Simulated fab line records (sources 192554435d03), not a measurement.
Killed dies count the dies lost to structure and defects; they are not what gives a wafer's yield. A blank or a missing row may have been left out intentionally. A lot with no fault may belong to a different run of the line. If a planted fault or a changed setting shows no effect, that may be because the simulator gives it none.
Which tool did it? -- flow n5Finfet -- Sampling: 22 lots, 66 wafers, 6 of 1938 route steps

## WHAT THE GAUGES READ, wafer by wafer
Not one reading of a measure or inspect step in the record can be checked against a usual standard deviation.

## WHICH TOOL RAN EACH LOT (tool, then ch and the chambers of the sampled wafers, then the start)
lot,N5_BEOL_M0_CUTY_ETCH_62,N5_BEOL_M0_ANNEAL_119,N5_BEOL_M1_ETCH_63,N5_BEOL_M1_ETCH_77,N5_BEOL_M1_ANNEAL_87,N5_BEOL_M1_SPUTTER_92
L074,"rieDiel-06 ch 0,1,3, day 5 18:14","rtpAnneal-02 ch 0, day 5 21:13","rieDiel-05 ch 1,2,3, day 5 23:49","rieDiel-05 ch 1,2,3, day 6 00:49","pvdSputter-01, day 6 12:16","pvdSputter-01, day 6 12:51"
L075,"rieDiel-03 ch 0,1,2, day 5 22:53","rtpAnneal-02 ch 0, day 6 01:38","rieDiel-02 ch 2,3, day 6 07:23","rieDiel-02 ch 0,1,3, day 6 08:14","pvdSputter-03, day 6 16:26","pvdSputter-03, day 6 17:01"
L076,"rieDiel-04 ch 0,3, day 6 07:23","rtpAnneal-01 ch 0, day 6 15:16","rieDiel-02 ch 0,1,2, day 6 18:40","rieDiel-02 ch 0,1, day 6 19:35","pvdSputter-02, day 6 22:32","pvdSputter-02, day 6 23:07"
L077,"rieDiel-06 ch 0,1,2, day 6 13:50","rtpAnneal-02 ch 0, day 6 18:31","rieDiel-05 ch 0,1,2, day 6 21:01","rieDiel-01 ch 0,1,3, day 6 22:14","pvdSputter-02, day 7 06:38","pvdSputter-02, day 7 07:13"
L078,"rieDiel-03 ch 0,3, day 6 20:14","rtpAnneal-01 ch 0, day 7 00:52","rieDiel-02 ch 0,1,2, day 7 04:32","rieDiel-01 ch 1,2, day 7 05:40","pvdSputter-02, day 7 11:48","pvdSputter-02, day 7 12:23"
L080,"rieDiel-03 ch 2,3, day 7 10:18","rtpAnneal-02 ch 0, day 7 17:19","rieDiel-01 ch 2,3, day 7 19:32","rieDiel-02 ch 0,2, day 7 20:36","pvdSputter-01, day 7 23:19","pvdSputter-01, day 7 23:54"
L079,"rieDiel-06 ch 1,2, day 7 13:01","rtpAnneal-01 ch 0, day 7 17:31","rieDiel-02 ch 0,3, day 7 19:44","rieDiel-01 ch 1,2,3, day 7 20:49","pvdSputter-02, day 7 23:52","pvdSputter-02, day 8 00:26"
L081,"rieDiel-03 ch 1,2,3, day 7 16:44","rtpAnneal-01 ch 0, day 7 21:17","rieDiel-02 ch 0,2,3, day 8 00:55","rieDiel-02 ch 0,2,3, day 8 01:46","pvdSputter-02, day 8 05:15","pvdSputter-02, day 8 06:25"
L082,"rieDiel-03 ch 0,2,3, day 7 21:17","rtpAnneal-01 ch 0, day 8 03:31","rieDiel-01 ch 2,3, day 8 07:33","rieDiel-02 ch 0,1,2, day 8 08:26","pvdSputter-01, day 8 12:18","pvdSputter-01, day 8 12:53"
L083,"rieDiel-03 ch 0,2,3, day 7 23:14","rtpAnneal-02 ch 0, day 8 03:00","rieDiel-05 ch 2,3, day 8 07:19","rieDiel-02 ch 1,2, day 8 08:17","pvdSputter-03, day 8 12:15","pvdSputter-03, day 8 12:50"
L084,"rieDiel-03 ch 0,1, day 8 08:25","rtpAnneal-01 ch 0, day 8 14:14","rieDiel-01 ch 0,1, day 8 18:49","rieDiel-01 ch 2,3, day 8 19:41","pvdSputter-01, day 9 00:46","pvdSputter-01, day 9 01:20"
L085,"rieDiel-06 ch 0,1,2, day 8 12:02","rtpAnneal-02 ch 0, day 8 18:25","rieDiel-02 ch 0,1,2, day 8 23:04","rieDiel-01 ch 0,1, day 8 23:56","pvdSputter-02, day 9 04:39","pvdSputter-02, day 9 05:14"
L086,"rieDiel-06 ch 1,2,3, day 8 22:49","rtpAnneal-02 ch 0, day 9 02:39","rieDiel-02 ch 0,1,2, day 9 04:34","rieDiel-01 ch 0,1,2, day 9 05:25","pvdSputter-01, day 9 09:46","pvdSputter-01, day 9 10:21"
L087,"rieDiel-04 ch 0,1,3, day 9 00:05","rtpAnneal-02 ch 0, day 9 06:56","rieDiel-01 ch 0,2,3, day 9 08:43","rieDiel-05 ch 0,1,3, day 9 09:35","pvdSputter-03, day 9 13:07","pvdSputter-03, day 9 13:41"
L088,"rieDiel-04 ch 0,1, day 9 06:27","rtpAnneal-02 ch 0, day 9 11:28","rieDiel-01 ch 1,2, day 9 15:01","rieDiel-05 ch 0,1,2, day 9 16:00","pvdSputter-01, day 9 23:17","pvdSputter-01, day 9 23:52"
L089,"rieDiel-03 ch 0,1,3, day 9 14:44","rtpAnneal-02 ch 0, day 9 17:50","rieDiel-01 ch 1,2,3, day 9 20:05","rieDiel-01 ch 0,1,3, day 9 21:05","pvdSputter-02, day 10 04:17","pvdSputter-02, day 10 04:52"
L090,"rieDiel-04 ch 1,2,3, day 9 17:48","rtpAnneal-02 ch 0, day 10 00:04","rieDiel-01 ch 0,2,3, day 10 02:19","rieDiel-05 ch 0,2,3, day 10 03:10","pvdSputter-03, day 10 07:50","pvdSputter-03, day 10 08:25"
L092,"rieDiel-04 ch 0,1,2, day 10 10:39","rtpAnneal-02 ch 0, day 10 17:13","rieDiel-01 ch 0,1,2, day 10 20:35","rieDiel-01 ch 0,1, day 10 21:28","pvdSputter-02, day 10 23:35","pvdSputter-02, day 11 00:10"
L093,"rieDiel-04 ch 0,1,3, day 10 23:25","rtpAnneal-01 ch 0, day 11 05:19","rieDiel-01 ch 0,2,3, day 11 11:48","rieDiel-02 ch 0,1,2, day 11 12:40","pvdSputter-01, day 11 17:58","pvdSputter-01, day 11 18:33"
L095,"rieDiel-03 ch 0,2,3, day 11 02:35","rtpAnneal-01 ch 0, day 11 07:26","rieDiel-05 ch 0,1,3, day 11 12:24","rieDiel-02 ch 0,2,3, day 11 13:23","pvdSputter-03, day 11 20:52","pvdSputter-03, day 11 21:27"
L096,"rieDiel-03 ch 0,3, day 11 06:24","rtpAnneal-01 ch 0, day 11 16:05","rieDiel-02 ch 0,2,3, day 11 18:44","rieDiel-02 ch 0,2, day 11 19:36","pvdSputter-01, day 11 22:22","pvdSputter-01, day 11 22:57"
L097,"rieDiel-04 ch 0,1,3, day 11 13:50","rtpAnneal-01 ch 0, day 11 20:34","rieDiel-01 ch 0,1,3, day 12 00:27","rieDiel-02 ch 0,2, day 12 01:23","pvdSputter-02, day 12 06:36","pvdSputter-02, day 12 07:11"
- N5_BEOL_M0_CUTY_ETCH_62: etches SiARC in CF4, time 58.5 s.
- N5_BEOL_M0_ANNEAL_119: time 90 s.
- N5_BEOL_M1_ETCH_63: etches SiARC in CF4, target depth 15.6 nm, time 26 s.
- N5_BEOL_M1_ETCH_77: etches underlayer in N2/H2, target depth 6.5 nm, time 5.2 s.
- N5_BEOL_M1_ANNEAL_87: time 240 s.
- N5_BEOL_M1_SPUTTER_92: material Cu, target thk 4.5 nm, time 8.29 s.

## WHAT THE TOOLS THEMSELVES READ (means of the sampled wafers that have a number; where no wafer has one, the mark that the record gives instead)
N5_BEOL_M0_CUTY_ETCH_62. Usual: drypumpMotorCurrentA 5.7 A, standard deviation 0.65; etchRfOnTimeS 58.1 s, standard deviation 1.3; oesProductAu 0.70 a.u., standard deviation 0.075; rfVppV 183.6 V, standard deviation 1.1; showerheadPlenumPTorr 2.11 Torr, standard deviation 0.069; throttleValvePct 15.60 %, standard deviation 0.25.
lot,tool,drypumpMotorCurrentA (A),etchRfOnTimeS (s),oesProductAu (a.u.),rfVppV (V),showerheadPlenumPTorr (Torr),throttleValvePct (%),flag
L074,rieDiel-06,5.6,59.7,0.68,183.3,2.10,15.69,
L075,rieDiel-03,5.5,57.3,0.74,183.8,2.11,15.55,
L076,rieDiel-04,5.6,57.0,0.72,182.8,2.10,15.70,
L077,rieDiel-06,5.1,58.6,0.69,182.4,2.08,15.66,
L078,rieDiel-03,5.5,57.9,0.79,184.7,2.22,15.54,
L080,rieDiel-03,5.4,56.9,0.79,184.0,2.16,15.19,
L079,rieDiel-06,5.2,59.2,0.64,182.6,2.05,15.77,
L081,rieDiel-03,6.0,57.7,0.72,183.9,2.14,15.45,
L082,rieDiel-03,5.4,57.9,0.78,184.2,2.18,15.38,
L083,rieDiel-03,5.4,57.5,0.78,183.7,2.19,15.38,
L084,rieDiel-03,6.1,58.3,0.64,183.2,2.09,15.84,
L085,rieDiel-06,5.2,58.7,0.67,182.1,2.07,15.69,
L086,rieDiel-06,5.6,59.4,0.70,183.3,2.07,15.67,
L087,rieDiel-04,5.7,57.9,0.70,183.3,2.08,15.60,
L088,rieDiel-04,5.7,58.2,0.67,183.8,2.07,15.56,
L089,rieDiel-03,6.0,57.9,0.69,184.2,2.16,15.66,
L090,rieDiel-04,5.9,57.0,0.68,183.4,2.10,15.71,
L092,rieDiel-04,5.8,57.9,0.64,182.9,2.09,15.67,
L093,rieDiel-04,5.8,57.3,0.68,183.8,2.08,15.63,
L095,rieDiel-03,5.4,57.6,0.74,183.5,2.18,15.43,
L096,rieDiel-03,6.0,58.1,0.73,185.1,2.23,15.48,
L097,rieDiel-04,5.8,57.5,0.68,183.2,2.08,15.65,

N5_BEOL_M0_ANNEAL_119. Usual: annealTempC 224.97 C, standard deviation 0.19; annealTempCMax 226.3, standard deviation 0.32; wafer_temp_C_max 225.76, standard deviation 0.23.
lot,tool,annealTempC (C),annealTempCMax,wafer_temp_C_max,flag
L074,rtpAnneal-02,224.96,226.0,226.09,
L075,rtpAnneal-02,224.83,226.0,225.76,
L076,rtpAnneal-01,224.76,226.4,225.73,
L077,rtpAnneal-02,225.10,226.4,225.88,
L078,rtpAnneal-01,224.77,226.4,225.51,
L080,rtpAnneal-02,224.77,226.0,225.80,
L079,rtpAnneal-01,225.11,226.8,225.54,
L081,rtpAnneal-01,225.23,226.6,225.65,
L082,rtpAnneal-01,224.93,226.6,225.85,
L083,rtpAnneal-02,224.95,226.0,225.89,
L084,rtpAnneal-01,224.99,226.6,225.78,
L085,rtpAnneal-02,225.19,226.2,225.81,
L086,rtpAnneal-02,224.89,226.1,225.75,
L087,rtpAnneal-02,224.93,226.2,225.87,
L088,rtpAnneal-02,225.34,226.8,226.06,
L089,rtpAnneal-02,225.13,226.3,225.69,
L090,rtpAnneal-02,224.76,226.1,225.73,
L092,rtpAnneal-02,224.74,225.8,225.93,
L093,rtpAnneal-01,225.21,226.6,225.76,
L095,rtpAnneal-01,225.04,226.4,225.62,
L096,rtpAnneal-01,225.02,226.4,225.64,
L097,rtpAnneal-01,224.85,226.4,225.98,

N5_BEOL_M1_ETCH_63. Usual: drypumpMotorCurrentA 5.7 A, standard deviation 0.5; etchRfOnTimeS 26.2 s, standard deviation 0.5; oesProductAu 0.64 a.u., standard deviation 0.046; rfVppV 183.9 V, standard deviation 1.4; showerheadPlenumPTorr 2.13 Torr, standard deviation 0.071; throttleValvePct 15.67 %, standard deviation 0.14.
lot,tool,drypumpMotorCurrentA (A),etchRfOnTimeS (s),oesProductAu (a.u.),rfVppV (V),showerheadPlenumPTorr (Torr),throttleValvePct (%),flag
L074,rieDiel-05,5.6,26.5,0.62,184.8,2.16,15.74,
L075,rieDiel-02,5.2,26.2,0.63,183.4,2.10,15.55,
L076,rieDiel-02,5.6,25.4,0.64,184.3,2.17,15.56,
L077,rieDiel-05,5.7,26.7,0.65,184.0,2.17,15.73,
L078,rieDiel-02,5.7,25.5,0.63,184.0,2.16,15.56,
L080,rieDiel-01,5.3,26.1,0.62,183.8,2.11,15.71,
L079,rieDiel-02,5.8,26.6,0.61,183.3,2.08,15.64,
L081,rieDiel-02,5.5,26.1,0.62,183.3,2.10,15.58,
L082,rieDiel-01,5.3,26.1,0.62,183.9,2.11,15.72,
L083,rieDiel-05,5.6,26.0,0.61,184.9,2.21,15.67,
L084,rieDiel-01,6.3,26.3,0.72,184.5,2.13,15.54,
L085,rieDiel-02,5.6,25.5,0.63,185.5,2.16,15.60,
L086,rieDiel-02,5.6,25.5,0.63,184.0,2.16,15.60,
L087,rieDiel-01,5.6,26.3,0.62,182.3,2.11,15.78,
L088,rieDiel-01,6.1,26.5,0.65,185.2,2.20,15.73,
L089,rieDiel-01,5.8,26.2,0.65,184.8,2.15,15.66,
L090,rieDiel-01,5.6,26.4,0.62,184.3,2.11,15.78,
L092,rieDiel-01,6.1,26.4,0.66,184.9,2.14,15.72,
L093,rieDiel-01,5.6,26.1,0.62,183.1,2.10,15.80,
L095,rieDiel-05,5.7,26.2,0.63,184.4,2.16,15.79,
L096,rieDiel-02,5.5,26.2,0.60,183.1,2.09,15.64,
L097,rieDiel-01,5.8,26.3,0.65,184.1,2.08,15.68,

N5_BEOL_M1_ETCH_77. Usual: drypumpMotorCurrentA 5.8 A, standard deviation 0.47; etchRfOnTimeS 5.22 s, standard deviation 0.12; oesProductAu 0.64 a.u., standard deviation 0.048; rfVppV 523.6 V, standard deviation 2.7; showerheadPlenumPTorr 2.53 Torr, standard deviation 0.084; throttleValvePct 17.89 %, standard deviation 0.16.
lot,tool,drypumpMotorCurrentA (A),etchRfOnTimeS (s),oesProductAu (a.u.),rfVppV (V),showerheadPlenumPTorr (Torr),throttleValvePct (%),flag
L074,rieDiel-05,5.6,5.35,0.62,524.6,2.57,18.01,
L075,rieDiel-02,5.9,5.15,0.63,524.0,2.53,17.78,
L076,rieDiel-02,6.0,5.07,0.64,526.0,2.59,17.65,
L077,rieDiel-01,5.8,5.24,0.68,522.0,2.49,17.92,
L078,rieDiel-01,6.3,5.35,0.72,524.7,2.61,17.85,
L080,rieDiel-02,5.5,5.08,0.63,524.9,2.53,17.73,
L079,rieDiel-01,5.8,5.26,0.66,523.7,2.55,17.93,
L081,rieDiel-02,5.5,5.14,0.62,523.2,2.49,17.84,
L082,rieDiel-02,5.6,5.09,0.63,524.5,2.55,17.72,
L083,rieDiel-02,5.3,5.17,0.62,524.4,2.55,17.74,
L084,rieDiel-01,5.7,5.21,0.62,525.1,2.56,17.99,
L085,rieDiel-01,6.2,5.23,0.70,522.5,2.49,17.92,
L086,rieDiel-01,6.2,5.32,0.67,523.9,2.55,17.92,
L087,rieDiel-05,5.7,5.18,0.64,524.6,2.57,18.01,
L088,rieDiel-05,5.7,5.26,0.64,525.7,2.57,17.98,
L089,rieDiel-01,5.8,5.24,0.67,522.4,2.48,17.96,
L090,rieDiel-05,5.7,5.25,0.63,527.8,2.64,17.86,
L092,rieDiel-01,6.3,5.27,0.70,523.8,2.54,17.90,
L093,rieDiel-02,5.6,5.12,0.62,523.6,2.54,17.76,
L095,rieDiel-02,5.6,5.19,0.61,522.2,2.48,17.87,
L096,rieDiel-02,5.5,5.06,0.61,523.6,2.52,17.78,
L097,rieDiel-02,5.2,5.16,0.61,522.2,2.51,17.81,

N5_BEOL_M1_ANNEAL_87. Usual: 827 W for heaterPowerW, sd 100.
lot,tool,heaterPowerW (W),flag
L074,pvdSputter-01,832,
L075,pvdSputter-03,849,
L076,pvdSputter-02,725,
L077,pvdSputter-02,842,
L078,pvdSputter-02,814,
L080,pvdSputter-01,755,
L079,pvdSputter-02,820,
L081,pvdSputter-02,831,
L082,pvdSputter-01,825,
L083,pvdSputter-03,955,
L084,pvdSputter-01,828,
L085,pvdSputter-02,824,
L086,pvdSputter-01,767,
L087,pvdSputter-03,797,
L088,pvdSputter-01,839,
L089,pvdSputter-02,922,
L090,pvdSputter-03,797,
L092,pvdSputter-02,764,
L093,pvdSputter-01,915,
L095,pvdSputter-03,951,
L096,pvdSputter-01,897,
L097,pvdSputter-02,829,

N5_BEOL_M1_SPUTTER_92. Usual: chamberPressurePa 0.07 Pa, standard deviation 0.00014; throttleValvePct 30.2 %, standard deviation 0.64.
lot,tool,chamberPressurePa (Pa),throttleValvePct (%),flag
L074,pvdSputter-01,0.07,30.0,
L075,pvdSputter-03,0.07,30.2,
L076,pvdSputter-02,0.07,30.7,
L077,pvdSputter-02,0.07,30.2,
L078,pvdSputter-02,0.07,30.7,
L080,pvdSputter-01,0.07,29.8,
L079,pvdSputter-02,0.07,30.2,
L081,pvdSputter-02,0.07,30.0,
L082,pvdSputter-01,0.07,29.8,
L083,pvdSputter-03,0.07,29.5,
L084,pvdSputter-01,0.07,30.0,
L085,pvdSputter-02,0.07,30.7,
L086,pvdSputter-01,0.07,29.8,
L087,pvdSputter-03,0.07,30.4,
L088,pvdSputter-01,0.07,29.8,
L089,pvdSputter-02,0.07,30.1,
L090,pvdSputter-03,0.07,30.4,
L092,pvdSputter-02,0.07,30.4,
L093,pvdSputter-01,0.07,30.0,
L095,pvdSputter-03,0.07,29.5,
L096,pvdSputter-01,0.07,30.0,
L097,pvdSputter-02,0.07,30.5,

## THE ANSWER, worked out from the rows above alone
Rule: a lot counts as off when the mean over its wafers that have a number is more than 3 standard deviations away from the usual mean. A lot without any number at a reading at which 4 lots or more have one is off too. Any other lot the step has rows for is counted as sound. Order of review: gauges by route order, followed by the tools' own readings, for which a lot's mean as printed above is used. The first step at which some lot is off is used, and at that step the reading that is off furthest; a lot without a number counts as furthest.
Across all readings shown, no lot is off: no conclusion can be drawn from this.

## WHAT THE SIMULATOR HAD PUT IN
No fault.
